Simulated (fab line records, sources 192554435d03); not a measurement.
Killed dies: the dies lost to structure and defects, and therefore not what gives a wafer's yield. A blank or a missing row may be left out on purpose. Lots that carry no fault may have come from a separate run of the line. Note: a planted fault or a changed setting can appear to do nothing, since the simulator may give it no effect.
Problem report in the 8D (eight disciplines) form, filled by code / flow n5-finfet / the parts of the form that need people (team, actions taken, sign-off) are left out

== 1. WHAT IS WRONG ==
bias-w at N5_BEOL_M7_VIA_ETCH_34 reads a mean of 214.0 W on 6 wafers of 2 lots; wafers without a fault read 185.1 W with a standard deviation of 0.5. That puts it +58 standard deviations away from the usual mean.
The step: etches SiCOH lowk in C4F6/O2, target depth 125.5 nm, time 50.5 s.
Earliest sighting: wafer L458.1 on rie-diel-03 at day 16 19:43. The record has a number at this step for 31 wafers belonging to 11 lots. The rule behind "out" and "out of limits": a value lying over 4 standard deviations away from the usual mean. All remaining wafers that have a number are taken as sound.

== 2. WHAT IT IS; WHAT IT IS NOT ==
question=which readings at this step | is=bias-w | is not=drypump-motor-current-A, oes-product-au, showerhead-plenum-p-Torr, throttle-valve-pct
question=which lots | is=L458, L461 | is not=L446, L448, L449, L450, L451, L460, L465, L466, L468
question=which wafers of those lots | is=all that have a number | is not=-
question=read on which tools | is=rie-diel-03 | is not=rie-diel-02, rie-diel-06
question=when | is=from day 16 19:43 | is not=up to then (16 sound wafers); but 9 sound wafers of L465, L466, L468 came after

== 3. WHAT RULES OUT EACH SUSPECT ==
Counting: any tool at a process step up to the reading is kept as a suspect provided that every lot that is out went through it and no sound lot did after the first of them.
- rie-diel-03 at N5_BEOL_M7_ETCH_61 (etches SiARC in CF4, target depth 45.5 nm, time 75.8 s): ruled out as a lasting fault. After its first lot that is out, L458 (day 16 18:26), sound lots L465, L466 ran on it.
- rie-diel-03 at N5_BEOL_M7_VIA_ETCH_34 (etches SiCOH lowk in C4F6/O2, target depth 125.5 nm, time 50.5 s): kept. It processed each lot that is out, first L458 at day 16 19:43, and no sound lot thereafter; up to then, the last sound lot it processed was L460 at day 16 11:36. On those wafers its own readings are out: bias-w.
After counting, what remains is rie-diel-03 at N5_BEOL_M7_VIA_ETCH_34.

== 4. THE CAUSE (what the simulator had put in) ==
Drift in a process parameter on rie-diel-03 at N5_BEOL_M7_VIA_ETCH_34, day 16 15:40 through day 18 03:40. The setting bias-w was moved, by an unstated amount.
This tool alone remained once counting was done.

== 5. SEQUENCE OF EFFECTS, ordered by route ==
Rows list readings where the struck wafers' mean (over those with a number) sits beyond 3 standard deviations from the usual. Only readings for which the record gives a usual standard deviation are gone through. hours: the time from each lot's start at the first step in this table that gives one to its start at this step, as a median over the lots. sigmas: the change in usual standard deviations.
hours=0; step=N5_BEOL_M7_VIA_ETCH_34; reading=bias-w; usual=185.1 W; on struck wafers=214.0; change=+28.9; sigmas=+58
hours=0; step=N5_BEOL_M7_VIA_ETCH_34; reading=rf-vpp-V; usual=663 V; on struck wafers=743; change=+80; sigmas=+4.0
The process steps in it:
- N5_BEOL_M7_VIA_ETCH_34: etches SiCOH lowk in C4F6/O2, target depth 125.5 nm, time 50.5 s.

== 6. HOW IT WOULD HAVE BEEN CAUGHT EARLIER ==
In this record the first reading out of limits was taken at day 16 19:43, 4 hours after the fault began at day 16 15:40.
